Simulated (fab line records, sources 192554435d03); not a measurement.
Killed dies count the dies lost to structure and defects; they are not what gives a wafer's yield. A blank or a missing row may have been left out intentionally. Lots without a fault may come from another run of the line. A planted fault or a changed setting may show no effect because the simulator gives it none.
Chamber matching + flow n5-finfet + N5_FIN_SAQP_MANDREL2_REMOVE_60 on rie-si-02: 4 sister chambers
The step chemistry HBr/Cl2/O2, target a-Si, stops on SiNx, bt time 10 s. 8 wafers are shown with their chamber, then 8 later ones without.

## WAFERS PAIRED WITH THEIR CHAMBERS
| wafer  | chamber | throttle-valve-pct (%) | oes-product-au (a.u.) |
|--------|---------|------------------------|-----------------------|
| L081.2 | 3       | 36.4                   | 1.007                 |
| L081.5 | 0       | 36.7                   | 0.985                 |
| L086.3 | 2       | 36.6                   | 0.996                 |
| L086.4 | 0       | 36.8                   | 0.983                 |
| L087.1 | 1       | 37.2                   | 0.981                 |
| L087.2 | 2       | 36.6                   | 1.011                 |
| L087.6 | 1       | 37.2                   | 0.987                 |
| L089.2 | 3       | 36.4                   | 0.997                 |

## WAFERS WITH NO CHAMBER GIVEN
| wafer  | throttle-valve-pct (%) | oes-product-au (a.u.) |
|--------|------------------------|-----------------------|
| L089.4 | 36.7                   | 0.974                 |
| L089.5 | 37.2                   | 0.975                 |
| L093.1 | 36.7                   | 0.970                 |
| L093.2 | 37.2                   | 0.973                 |
| L093.4 | 36.4                   | 0.988                 |
| L094.1 | 36.4                   | 0.998                 |
| L094.2 | 36.6                   | 1.006                 |
| L094.3 | 36.7                   | 0.973                 |

## WHICH CHAMBER EACH WENT THROUGH
| wafer  | from the rows above | in truth |
|--------|---------------------|----------|
| L089.4 | 0                   | 0        |
| L089.5 | 1                   | 1        |
| L093.1 | 0                   | 0        |
| L093.2 | 1                   | 1        |
| L093.4 | 3                   | 3        |
| L094.1 | 3                   | 3        |
| L094.2 | 2                   | 2        |
| L094.3 | 0                   | 0        |
Correctly placed: 8 of 8. Number that these rows cannot place: 0. Placed wrongly: 0.
How it was worked out, from the rows above alone: a wafer's distance from a chamber is the root of the sum, over the readings, of the square of ((its reading less the chamber's mean) divided by the reading's scatter). If the next closest chamber is less than 2 further off than the closest, the wafer can't be placed; otherwise it belongs to the closest. Each chamber's mean is taken over the wafers shown for it. The scatter is the square root of a quotient: the sum, over the shown wafers, of each reading's squared deviation from its chamber's mean, divided by wafers minus chambers.
